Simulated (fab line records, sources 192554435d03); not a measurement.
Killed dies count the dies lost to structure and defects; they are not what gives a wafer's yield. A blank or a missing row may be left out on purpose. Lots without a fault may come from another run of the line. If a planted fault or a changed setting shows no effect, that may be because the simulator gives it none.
fab line records    flow n5-finfet    part 1 of 2: steps 1 to 18 of 25
record lots=5  wafers=15  last-day=17
route steps=1938 shown MOL_CONTACT_COAG@563
lots untouched by any fault: they come from a run of this same line in which no faults occurred
start-h: the number of hours between the record's first day and the start of the first shown wafer of the lot    wait-h: time in hours since the lot's previous step    " the same as in the row above    L1.1+2: several wafers, shown together as one row    - value missing, or start not given    * or withheld: withheld    < > ~ a bound
route shown NAME@n: a module of which the file shows steps, and the number in the route of the first    usual: mean and standard deviation over wafers with no fault    same: alike in all rows    chamber/n: place in a boat    sites: readings site by site    _std_site: their standard deviation    _edge_site: outer sites' mean less inner sites'    radius-mm: how far each site lies from the wafer's centre    mask NAME#n: copy n    behind: the last tool/chamber to shape the wafer    hold: why the lot was held/for how many hours/how that ended    device: whichever transistor did not switch (one of n, p or np)    end of line: at the end of the route, the tests of the same wafers    a step given without rows: its recipe and nothing more    killed: at the first sort, the dies lost to defects and structure; wafer yield is something else    map: a wafer's dies, x killed, . not, _ none there
set.NAME: setting as actually run; set.NAME@STEP: the setting as run at that earlier step    model.NAME: the simulator's own value behind a step, which no gauge read
certain route steps with their lots: each step a table, each wafer a row
services: when a tool's chamber went out of use (start-h, in hours from the record's first day, below 0 if earlier), for how many hours, and the reason
## steps
# step N5_MOL_CONTACT_COAG_PECVD_31
# recipe material=SiO2  target-thk-a=460  temp-c=400  precursor=TEOS/O2  pressure-torr=6.5  rf-w=withheld  teos-flow-sccm=withheld  gas=O2  flow-sccm=2650  time-s=8.9
lot.wafer   tool      chamber  start-h  wait-h
L074.1+3+4  pecvd-01  1,0,1    98.27    0.3
L082.2+5+6  pecvd-03  2,0,2    149.34   0.3
L083.2+3+5  pecvd-03  0,2,0    151.72   0.3
L084.3+5+6  pecvd-02  2        173.12   0.3
L087.1+4+6  pecvd-03  2,1,2    191.45   0.3
# step N5_MOL_CONTACT_COAG_COAT_75
# recipe resist=SOC  temp-c=250  time-s=60  spin-rpm=1500  resist-thk-nm=60
# usual chill-plate-temp-C=22.98/0.11
lot.wafer  tool            chamber  start-h  wait-h  chill-plate-temp-C
L074.1     litho-track-02  0        98.32    0.0     23.19
L074.3     "               0        "        "       23.12
L074.4     "               0        "        "       23.11
L082.2     litho-track-02  0        165.83   16.5    23.09
L082.5     "               0        "        "       22.96
L082.6     "               0        "        "       22.99
L083.2     litho-track-02  0        165.84   14.1    23.06
L083.3     "               0        "        "       23.06
L083.5     "               0        "        "       23.08
L084.3     litho-track-03  0        173.21   0.1     23.01
L084.5     "               0        "        "       22.87
L084.6     "               0        "        "       22.88
L087.1     litho-track-02  0        211.17   19.7    22.82
L087.4     "               0        "        "       22.70
L087.6     "               0        "        "       22.80
# step N5_MOL_CONTACT_COAG_COAT_76
# recipe resist=SiARC  temp-c=220  time-s=60  spin-rpm=1500  resist-thk-nm=10
# usual chill-plate-temp-C=23.01/0.12
lot.wafer  tool            chamber  start-h  wait-h  chill-plate-temp-C
L074.1     litho-track-02  0        -        -       23.10
L074.3     "               0        "        "       23.15
L074.4     "               0        "        "       23.15
L082.2     litho-track-02  0        -        -       22.92
L082.5     "               0        "        "       22.83
L082.6     "               0        "        "       22.87
L083.2     litho-track-02  0        -        -       22.93
L083.3     "               0        "        "       23.02
L083.5     "               0        "        "       23.07
L084.3     litho-track-03  0        -        -       23.15
L084.5     "               0        "        "       23.22
L084.6     "               0        "        "       23.26
L087.1     litho-track-02  0        -        -       22.91
L087.4     "               0        "        "       22.95
L087.6     "               0        "        "       22.99
# step N5_MOL_CONTACT_COAG_COAT_77
# recipe resist=underlayer  temp-c=205  time-s=60  spin-rpm=1500  resist-thk-nm=10
# usual chill-plate-temp-C=23.00/0.11
lot.wafer  tool            chamber  start-h  wait-h  chill-plate-temp-C
L074.1     litho-track-02  0        -        -       22.99
L074.3     "               0        "        "       23.13
L074.4     "               0        "        "       23.08
L082.2     litho-track-02  0        -        -       23.10
L082.5     "               0        "        "       23.18
L082.6     "               0        "        "       23.07
L083.2     litho-track-02  0        -        -       23.04
L083.3     "               0        "        "       22.96
L083.5     "               0        "        "       23.13
L084.3     litho-track-03  0        -        -       23.07
L084.5     "               0        "        "       23.15
L084.6     "               0        "        "       23.13
L087.1     litho-track-02  0        -        -       23.22
L087.4     "               0        "        "       23.08
L087.6     "               0        "        "       23.35
# step N5_MOL_CONTACT_COAG_COAT_78
# recipe resist=CAR-EUV  spin-rpm=1500  resist-thk-nm=40
# usual chill-plate-temp-C=22.97/0.12
lot.wafer  tool            chamber  start-h  wait-h  chill-plate-temp-C
L074.1     litho-track-02  0        -        -       22.96
L074.3     "               0        "        "       23.11
L074.4     "               0        "        "       22.99
L082.2     litho-track-02  0        -        -       23.01
L082.5     "               0        "        "       22.95
L082.6     "               0        "        "       23.12
L083.2     litho-track-02  0        -        -       23.05
L083.3     "               0        "        "       22.83
L083.5     "               0        "        "       22.88
L084.3     litho-track-03  0        -        -       22.62
L084.5     "               0        "        "       22.91
L084.6     "               0        "        "       22.79
L087.1     litho-track-02  0        -        -       23.03
L087.4     "               0        "        "       22.82
L087.6     "               0        "        "       22.96
# step N5_MOL_CONTACT_COAG_EBR_80
# recipe solvent=PGMEA  ebr-width-mm=1.5
# usual chill-plate-temp-C=23.04/0.11
lot.wafer  tool            chamber  start-h  wait-h  chill-plate-temp-C
L074.1     litho-track-02  0        -        -       22.97
L074.3     "               0        "        "       23.12
L074.4     "               0        "        "       23.07
L082.2     litho-track-02  0        -        -       22.90
L082.5     "               0        "        "       22.98
L082.6     "               0        "        "       23.01
L083.2     litho-track-02  0        -        -       23.13
L083.3     "               0        "        "       23.24
L083.5     "               0        "        "       23.06
L084.3     litho-track-03  0        -        -       23.10
L084.5     "               0        "        "       23.07
L084.6     "               0        "        "       23.06
L087.1     litho-track-02  0        -        -       23.05
L087.4     "               0        "        "       23.13
L087.6     "               0        "        "       23.09
# step N5_MOL_CONTACT_COAG_SOFTBAKE_79
# recipe temp-c=110  time-s=60  resist=CAR-EUV
# usual chill-plate-temp-C=22.98/0.11
lot.wafer  tool            chamber  start-h  wait-h  chill-plate-temp-C
L074.1     litho-track-02  0        -        -       23.10
L074.3     "               0        "        "       23.09
L074.4     "               0        "        "       23.09
L082.2     litho-track-02  0        -        -       22.96
L082.5     "               0        "        "       22.99
L082.6     "               0        "        "       22.93
L083.2     litho-track-02  0        -        -       22.97
L083.3     "               0        "        "       22.73
L083.5     "               0        "        "       22.90
L084.3     litho-track-03  0        -        -       23.02
L084.5     "               0        "        "       22.94
L084.6     "               0        "        "       23.01
L087.1     litho-track-02  0        -        -       22.94
L087.4     "               0        "        "       22.93
L087.6     "               0        "        "       23.12
# step N5_MOL_CONTACT_COAG_EXPOSE_81
# recipe mask-id=VG  na=0.33  source-shape=annular  sigma-inner=0.3  sigma-outer=0.7  polarization=unpolarized  defocus-nm=0  dose-mj=59.5
# usual stage-msd-nm=0.801/0.0093
lot.wafer  tool            chamber  start-h  wait-h  mask  stage-msd-nm
L074.1     euv-scanner-02  0        98.58    -       VG#0  0.801
L074.3     "               0        "        "       VG#0  0.801
L074.4     "               0        "        "       VG#0  0.801
L082.2     euv-scanner-02  0        166.22   -       VG#0  0.797
L082.5     "               0        "        "       VG#0  0.794
L082.6     "               0        "        "       VG#0  0.796
L083.2     euv-scanner-02  0        166.44   -       VG#0  0.793
L083.3     "               0        "        "       VG#0  0.793
L083.5     "               0        "        "       VG#0  0.797
L084.3     euv-scanner-02  0        173.36   -       VG#0  0.793
L084.5     "               0        "        "       VG#0  0.798
L084.6     "               0        "        "       VG#0  0.798
L087.1     euv-scanner-02  0        212.33   -       VG#0  0.796
L087.4     "               0        "        "       VG#0  0.798
L087.6     "               0        "        "       VG#0  0.801
# step N5_MOL_CONTACT_COAG_PEB_82
# recipe peb-temp-c=100  peb-time-s=60  resist=CAR-EUV
# usual chill-plate-temp-C=23.02/0.12
lot.wafer  tool            chamber  start-h  wait-h  chill-plate-temp-C
L074.1     litho-track-05  0        98.66    0.1     23.04
L074.3     "               0        "        "       23.14
L074.4     "               0        "        "       23.01
L082.2     litho-track-02  0        166.29   0.1     22.89
L082.5     "               0        "        "       22.81
L082.6     "               0        "        "       23.04
L083.2     litho-track-05  0        166.50   0.1     22.94
L083.3     "               0        "        "       23.04
L083.5     "               0        "        "       22.89
L084.3     litho-track-03  0        173.42   0.1     22.86
L084.5     "               0        "        "       22.93
L084.6     "               0        "        "       22.96
L087.1     litho-track-03  0        212.41   0.1     22.94
L087.4     "               0        "        "       22.99
L087.6     "               0        "        "       23.07
# step N5_MOL_CONTACT_COAG_DEVELOP_83
# recipe develop-time-s=30  developer=TMAH  resist=CAR-EUV  rinse-liquid=surfactant-rinse  dry=air-spin  dev-temp-c=23
# usual chill-plate-temp-C=23.01/0.12
lot.wafer  tool            chamber  start-h  wait-h  chill-plate-temp-C
L074.1     litho-track-05  0        -        -       23.10
L074.3     "               0        "        "       23.03
L074.4     "               0        "        "       23.09
L082.2     litho-track-02  0        -        -       23.02
L082.5     "               0        "        "       23.12
L082.6     "               0        "        "       23.03
L083.2     litho-track-05  0        -        -       23.13
L083.3     "               0        "        "       22.99
L083.5     "               0        "        "       23.03
L084.3     litho-track-03  0        -        -       23.01
L084.5     "               0        "        "       23.01
L084.6     "               0        "        "       22.89
L087.1     litho-track-03  0        -        -       23.11
L087.4     "               0        "        "       23.10
L087.6     "               0        "        "       23.15
# step N5_MOL_CONTACT_COAG_CD_MEAS_84
# recipe target-cd-nm=25.1  landing-energy-ev=500  detector=se-inlens  polarity=opening
# usual cd-nm=25.09/0.27
lot.wafer  tool       chamber  start-h  wait-h  cd-nm
L074.1     cd-sem-02  0        98.73    -       25.73
L074.3     "          0        "        "       25.72
L074.4     "          0        "        "       25.10
L082.2     cd-sem-02  0        166.36   -       25.21
L082.5     "          0        "        "       25.12
L082.6     "          0        "        "       24.92
L083.2     cd-sem-02  0        166.57   -       25.39
L083.3     "          0        "        "       25.35
L083.5     "          0        "        "       24.82
L084.3     cd-sem-01  0        173.49   -       25.10
L084.5     "          0        "        "       24.96
L084.6     "          0        "        "       24.92
L087.1     cd-sem-02  0        212.48   -       24.91
L087.4     "          0        "        "       24.81
L087.6     "          0        "        "       24.80
# step N5_MOL_CONTACT_COAG_OVL_MEAS_85
# recipe points-per-wafer=522
# usual VG_OVL=-0.3/0.73
lot.wafer  tool        chamber  start-h  wait-h  VG_OVL[nm]
L074.1     overlay-02  0        98.76    0.0     -1.0
L074.3     "           0        "        "       0.0
L074.4     "           0        "        "       -0.2
L082.2     overlay-02  0        166.39   0.0     1.8
L082.5     "           0        "        "       0.4
L082.6     "           0        "        "       0.7
L083.2     overlay-01  0        166.61   0.0     -0.2
L083.3     "           0        "        "       -0.6
L083.5     "           0        "        "       -0.8
L084.3     overlay-01  0        173.53   0.0     -1.1
L084.5     "           0        "        "       -0.2
L084.6     "           0        "        "       -0.4
L087.1     overlay-02  0        212.51   0.0     -0.5
L087.4     "           0        "        "       -0.4
L087.6     "           0        "        "       0.4
# step N5_MOL_CONTACT_COAG_INSPECT_57
# recipe mode=adi  inspect-instrument=brightfield
# usual raw-defect-count=198/56
lot.wafer  tool               chamber  start-h  wait-h  raw-defect-count
L074.1     defect-inspect-02  -        98.82    0.1     148
L074.3     "                  -        "        "       242
L074.4     "                  -        "        "       292
L082.2     defect-inspect-01  -        166.44   0.0     207
L082.5     "                  -        "        "       184
L082.6     "                  -        "        "       149
L083.2     defect-inspect-01  -        166.66   0.0     281
L083.3     "                  -        "        "       181
L083.5     "                  -        "        "       201
L084.3     defect-inspect-01  -        173.58   0.0     137
L084.5     "                  -        "        "       215
L084.6     "                  -        "        "       164
L087.1     defect-inspect-02  -        212.57   0.1     218
L087.4     "                  -        "        "       152
L087.6     "                  -        "        "       171
# step N5_MOL_CONTACT_COAG_DESCUM_88
# recipe chemistry=O2  time-s=7  source-power-w=50  bias-power-w=20  pressure-mtorr=20  rf-frequency-hz=2.712e+07  temp-c=40  resist=CAR-EUV  o2-flow-sccm=225
# usual drypump-motor-current-A=5.8/0.42  oes-product-au=0.80/0.059  rf-vpp-V=243.6/1.2  showerhead-plenum-p-Torr=2.12/0.061  temp-c=40.00/0.11  throttle-valve-pct=20.45/0.2
lot.wafer  tool         chamber  start-h  wait-h  drypump-motor-current-A  oes-product-au  rf-hours-counter-h  rf-vpp-V  showerhead-plenum-p-Torr  temp-c  throttle-valve-pct
L074.1     rie-diel-04  0        98.85    0.0     6.4                      0.70            241                 241.3     1.97                      39.79   20.62
L074.3     "            1        "        "       5.3                      0.84            65                  242.6     2.11                      39.89   20.06
L074.4     "            2        "        "       5.4                      0.72            173                 244.8     2.17                      39.93   20.91
L082.2     rie-diel-01  0        166.61   0.2     5.7                      0.86            67                  244.2     2.21                      40.00   20.47
L082.5     "            3        "        "       5.6                      0.77            -                   242.6     2.10                      40.11   20.54
L082.6     "            2        "        "       6.3                      0.87            -                   242.4     2.03                      40.04   20.51
L083.2     rie-diel-01  2        167.07   0.4     6.2                      0.86            61                  242.1     2.03                      40.04   20.52
L083.3     "            3        "        "       5.6                      0.78            133                 242.6     2.10                      40.03   20.52
L083.5     "            2        "        "       6.2                      0.85            -                   243.0     2.03                      39.92   20.54
L084.3     rie-diel-01  0        173.61   0.0     5.7                      0.85            69                  244.4     2.21                      40.08   20.49
L084.5     "            2        "        "       6.2                      0.86            -                   242.0     2.03                      39.89   20.53
L084.6     "            1        "        "       5.7                      0.83            -                   241.5     2.12                      40.02   20.38
L087.1     rie-diel-04  3        212.88   0.3     6.5                      0.75            190                 244.3     2.17                      39.95   20.27
L087.4     "            1        "        "       5.3                      0.80            97                  245.0     2.10                      39.92   20.10
L087.6     "            1        "        "       5.3                      0.81            -                   244.7     2.10                      39.93   20.10
# step N5_MOL_CONTACT_COAG_ETCH_89
# recipe chemistry=N2/H2  target=underlayer  target-depth-a=130  mask-material=CAR-EUV  time-s=10.4  ion-energy-ev=200  pressure-mtorr=30  source-w=840  bias-w=150  n2-flow-sccm=200  h2-flow-sccm=200  ends=cleared
# usual bias-w=150.0/0.41  drypump-motor-current-A=5.8/0.42  etch-rf-on-time-s=10.31/0.13  oes-product-au=0.68/0.05  rf-vpp-V=524.8/2.3  showerhead-plenum-p-Torr=2.58/0.073  throttle-valve-pct=17.87/0.23
lot.wafer  tool         chamber  start-h  wait-h  bias-w  drypump-motor-current-A  etch-rf-on-time-s  oes-product-au  rf-hours-counter-h  rf-vpp-V  showerhead-plenum-p-Torr  throttle-valve-pct
L074.1     rie-diel-04  0        98.88    0.0     149.7   6.4                      10.48              0.60            241                 520.2     2.41                      18.10
L074.3     "            1        "        "       150.3   5.3                      10.51              0.71            65                  525.8     2.57                      17.43
L074.4     "            2        "        "       150.3   5.4                      10.43              0.62            173                 526.6     2.64                      18.37
L082.2     rie-diel-01  0        166.64   0.0     150.1   5.8                      10.35              0.72            67                  527.3     2.68                      17.93
L082.5     "            3        "        "       150.9   5.6                      10.29              0.66            -                   524.1     2.55                      17.99
L082.6     "            2        "        "       149.9   6.3                      10.31              0.73            -                   521.1     2.48                      17.92
L083.2     rie-diel-01  2        167.10   0.0     150.0   6.2                      10.07              0.73            61                  521.1     2.47                      17.90
L083.3     "            3        "        "       150.1   5.6                      10.24              0.66            133                 524.1     2.55                      17.97
L083.5     "            2        "        "       149.8   6.2                      10.16              0.73            -                   520.3     2.47                      17.93
L084.3     rie-diel-01  0        173.64   0.0     149.6   5.8                      10.19              0.72            69                  527.4     2.68                      17.94
L084.5     "            2        "        "       150.2   6.3                      9.91               0.73            -                   523.1     2.47                      17.93
L084.6     "            1        "        "       149.7   5.8                      9.99               0.72            -                   523.1     2.57                      17.83
L087.1     rie-diel-04  3        212.91   0.0     149.5   6.5                      10.41              0.64            190                 525.9     2.63                      17.60
L087.4     "            1        "        "       150.0   5.3                      10.39              0.69            97                  523.7     2.56                      17.48
L087.6     "            1        "        "       150.2   5.3                      10.37              0.69            -                   524.8     2.56                      17.47
# step N5_MOL_CONTACT_COAG_ETCH_90
# recipe chemistry=CF4  target=SiARC  target-depth-a=130  mask-material=CAR-EUV  time-s=21.7  ion-energy-ev=80  pressure-mtorr=40  source-w=545  bias-w=36  Ar_flow_sccm=100  cf4-flow-sccm=100  ends=cleared
# usual bias-w=36.00/0.11  drypump-motor-current-A=5.8/0.41  etch-rf-on-time-s=21.54/0.27  oes-product-au=0.68/0.05  rf-vpp-V=184.5/1.1  showerhead-plenum-p-Torr=2.17/0.057  throttle-valve-pct=15.62/0.2
lot.wafer  tool         chamber  start-h  wait-h  bias-w  drypump-motor-current-A  etch-rf-on-time-s  oes-product-au  rf-hours-counter-h  rf-vpp-V  showerhead-plenum-p-Torr  throttle-valve-pct
L074.1     rie-diel-04  0        98.90    0.0     35.96   6.4                      22.13              0.59            241                 182.7     2.03                      15.91
L074.3     "            1        "        "       35.98   5.3                      21.99              0.71            65                  183.1     2.16                      15.27
L074.4     "            2        "        "       36.16   5.4                      21.97              0.62            173                 184.9     2.21                      16.05
L082.2     rie-diel-01  0        166.66   0.0     35.74   5.7                      21.49              0.73            67                  185.2     2.25                      15.58
L082.5     "            3        "        "       36.01   5.6                      21.52              0.67            -                   185.0     2.15                      15.73
L082.6     "            2        "        "       36.00   6.2                      21.30              0.73            -                   184.8     2.09                      15.70
L083.2     rie-diel-01  2        167.12   0.0     36.02   6.2                      21.05              0.73            61                  182.4     2.09                      15.69
L083.3     "            3        "        "       36.19   5.6                      21.46              0.66            133                 184.0     2.15                      15.74
L083.5     "            2        "        "       36.00   6.2                      21.07              0.73            -                   183.7     2.09                      15.68
L084.3     rie-diel-01  0        173.66   0.0     35.92   5.8                      21.69              0.71            69                  185.1     2.25                      15.58
L084.5     "            2        "        "       36.24   6.2                      21.11              0.73            -                   182.9     2.09                      15.69
L084.6     "            1        "        "       35.95   5.8                      21.24              0.71            -                   184.6     2.16                      15.53
L087.1     rie-diel-04  3        212.93   0.0     35.85   6.5                      21.64              0.64            190                 185.9     2.21                      15.48
L087.4     "            1        "        "       35.97   5.3                      21.26              0.68            97                  185.7     2.15                      15.30
L087.6     "            1        "        "       35.97   5.3                      21.28              0.70            -                   184.3     2.15                      15.32
# step N5_MOL_CONTACT_COAG_ALD_131
# recipe material=SiO2  target-thk-a=50  temp-c=100  ald-precursor-family=BDEAS  ald-co-reactant=O2-plasma  pulse-time-s=1  co-reactant-pulse-time-s=1  purge-time-s=2  co-reactant-purge-time-s=2  ald-cycles=35  pressure-torr=2
# usual heater-power-w=80/9  precursor-pulse-height-rel=1.001/0.019
# same ald-cycles=35
lot.wafer  tool        chamber  start-h  wait-h  heater-power-w  precursor-pulse-height-rel
L074.1     ald-sin-04  0        98.98    0.1     63              1.000
L074.3     "           3        "        "       90              0.984
L074.4     "           2        "        "       88              1.002
L082.2     ald-sin-01  0        166.74   0.1     86              0.983
L082.5     "           2        "        "       89              1.002
L082.6     "           1        "        "       75              0.963
L083.2     ald-sin-01  0        167.20   0.1     89              1.000
L083.3     "           2        "        "       89              0.990
L083.5     "           3        "        "       71              0.967
L084.3     ald-sin-01  2        173.74   0.1     87              1.022
L084.5     "           0        "        "       89              1.016
L084.6     "           3        "        "       72              0.982
L087.1     ald-sin-04  3        213.06   0.1     89              1.001
L087.4     "           0        "        "       66              1.006
L087.6     "           3        "        "       89              1.006
# step N5_MOL_CONTACT_COAG_ETCHBACK_132
# recipe chemistry=CHF3  target=SiO2  target-depth-a=100  time-s=6.7  ion-energy-ev=200  pressure-mtorr=30  source-w=610  bias-w=170  Ar_flow_sccm=200  CHF3_flow_sccm=50
# usual bias-w=170.0/0.52  drypump-motor-current-A=5.8/0.41  oes-product-au=0.78/0.056  rf-vpp-V=525/7  showerhead-plenum-p-Torr=2.41/0.059  throttle-valve-pct=18.75/0.21
lot.wafer  tool         chamber  start-h  wait-h  bias-w  drypump-motor-current-A  oes-product-au  rf-hours-counter-h  rf-vpp-V  showerhead-plenum-p-Torr  throttle-valve-pct
L074.1     rie-diel-04  2        99.16    0.1     170.9   5.4                      0.73            173                 530       2.46                      19.15
L074.3     "            3        "        "       170.9   6.5                      0.78            156                 534       2.47                      18.47
L074.4     "            1        "        "       170.7   5.3                      0.84            65                  515       2.40                      18.34
L082.2     rie-diel-06  1        167.00   0.2     170.4   5.7                      0.85            66                  535       2.41                      18.73
L082.5     "            1        "        "       170.1   5.7                      0.85            -                   535       2.41                      18.73
L082.6     "            0        "        "       169.6   6.0                      0.74            -                   513       2.36                      18.90
L083.2     rie-diel-04  2        167.41   0.1     170.1   5.4                      0.71            198                 528       2.45                      19.18
L083.3     "            1        "        "       170.3   5.3                      0.82            88                  516       2.39                      18.39
L083.5     "            2        "        "       170.2   5.4                      0.70            -                   530       2.45                      19.18
L084.3     rie-diel-01  2        173.92   0.1     170.3   6.2                      0.85            63                  521       2.32                      18.85
L084.5     "            3        "        "       170.1   5.6                      0.77            -                   527       2.40                      18.91
L084.6     "            2        "        "       170.3   6.3                      0.85            -                   520       2.32                      18.84
L087.1     rie-diel-01  3        213.24   0.1     170.6   5.6                      0.77            141                 527       2.40                      18.91
L087.4     "            0        "        "       169.7   5.7                      0.85            75                  532       2.50                      18.76
L087.6     "            1        "        "       169.2   5.7                      0.84            -                   524       2.40                      18.69
